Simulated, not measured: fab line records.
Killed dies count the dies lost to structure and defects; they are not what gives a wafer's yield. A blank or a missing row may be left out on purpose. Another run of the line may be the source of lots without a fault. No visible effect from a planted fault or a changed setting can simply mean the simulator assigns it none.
A lot that was struck, set against a sound lot + flow nand harc + 15 out of 1159 route steps
Sound: wafers L315.1, L315.2, L315.5. Struck: wafers L327.5, L327.6. (L327.3 of the same lot was not struck and is left out.) The cause comes at the end.
Order at every step that has rows: each side's tool, ch and its chambers, its first start. Under that, the readings that differ: sound wafers + struck wafers + difference of the means + sigmas: that difference in standard deviations of wafers without a fault.
alike: readings whose means differ by less than 2 such deviations, and words and numbers that are the same on both sides. not compared: withheld readings, readings that some wafer has no value for, bounds like >300 that may hide the same value, and numbers for which the record gives no deviation and whose values overlap.
Wherever a step has rows on one side only, a row that says differs or no value, or a row with sigmas, the two part there. Numbers that don't overlap but have no deviation are shown without sigmas and don't part them. A reading missing from all wafers of one side parts the sides only when that side holds two or more wafers.

first, 1 step without rows for these wafers: NHARC_A_ONON_D1_DEP_00 (target thk 1000 nm).
NHARC_A_ONON_D1_THK_MEAS_02: measures by ellipsometry.
  sound on film metro-01 at day 7 06:18; struck on film metro-01 at day 10 22:20
  alike: thk nm
next comes 1 step that has no rows for these wafers: NHARC_A_ONON_D1_DEP_03 (target thickness 1000 nm).
NHARC_A_ONON_D1_THK_MEAS_05: measures by ellipsometry.
  sound on film metro-01 at day 7 07:00; struck on film metro-01 at day 10 23:01
  alike: thk nm
next comes 1 step that has no rows for these wafers: NHARC_A_ONON_D1_DEP_06 (target thickness 1000 nm).
NHARC_A_ONON_D1_THK_MEAS_08: measures by ellipsometry.
  sound on film metro-01 at day 7 07:34; struck on film metro-02 at day 10 23:36
| reading     | sound          | struck  | difference | sigmas |
|-------------|----------------|---------|------------|--------|
| thk nm (nm) | 1018 1017 1018 | 990 989 | -28        | -3     |
next comes 1 step that has no rows for these wafers: NHARC_A_ONON_D1_DEP_09 (target thickness 1000 nm).
NHARC_A_ONON_D1_THK_MEAS_11: measures by ellipsometry.
  sound on film metro-01 at day 7 08:09; struck on film metro-01 at day 11 00:10
  alike: thk nm
next comes 1 step that has no rows for these wafers: NHARC_A_ONON_D1_DEP_12 (target thickness 1000 nm).
NHARC_A_ONON_D1_THK_MEAS_14: measures by ellipsometry.
  sound on film metro-02 at day 7 08:44; struck on film metro-01 at day 11 00:45
| reading     | sound       | struck    | difference | sigmas |
|-------------|-------------|-----------|------------|--------|
| thk nm (nm) | 989 988 987 | 1011 1012 | +24        | +2     |
then, 1 step without rows for these wafers: NHARC_A_ONON_D1_ANNEAL_15 (time 3600 s).
NHARC_A_ONON_D1_DEP_16: target thk 1000 nm.
  sound on pecvd onon-01 ch 0, day 7 17:31; struck on pecvd onon-03 ch 0, day 11 07:20
  alike: nh3 flow sccm
NHARC_A_ONON_D1_THK_MEAS_18: measures by ellipsometry.
  sound on film metro-02 at day 7 18:01; struck on film metro-01 at day 11 07:44
| reading     | sound       | struck  | difference | sigmas |
|-------------|-------------|---------|------------|--------|
| thk nm (nm) | 990 991 990 | 947 946 | -44        | -4     |
next comes 1 step that has no rows for these wafers: NHARC_A_ONON_D1_DEP_19 (target thickness 1000 nm).
-- jump in the record: it breaks off in module A_ONON_D1 and resumes in module END (first step shown: number 1159 of the route), and 11 days separate the struck wafers' starts before and after --
NHARC_END_SORT_01:
  here the record holds rows for the struck wafers (prober-02 ch 0, day 22 12:37) but none for the sound ones

## WHERE THEY PART
At NHARC_A_ONON_D1_THK_MEAS_08 first; at NHARC_END_SORT_01 last (within this record only).

WHY: what had been put in by the simulator
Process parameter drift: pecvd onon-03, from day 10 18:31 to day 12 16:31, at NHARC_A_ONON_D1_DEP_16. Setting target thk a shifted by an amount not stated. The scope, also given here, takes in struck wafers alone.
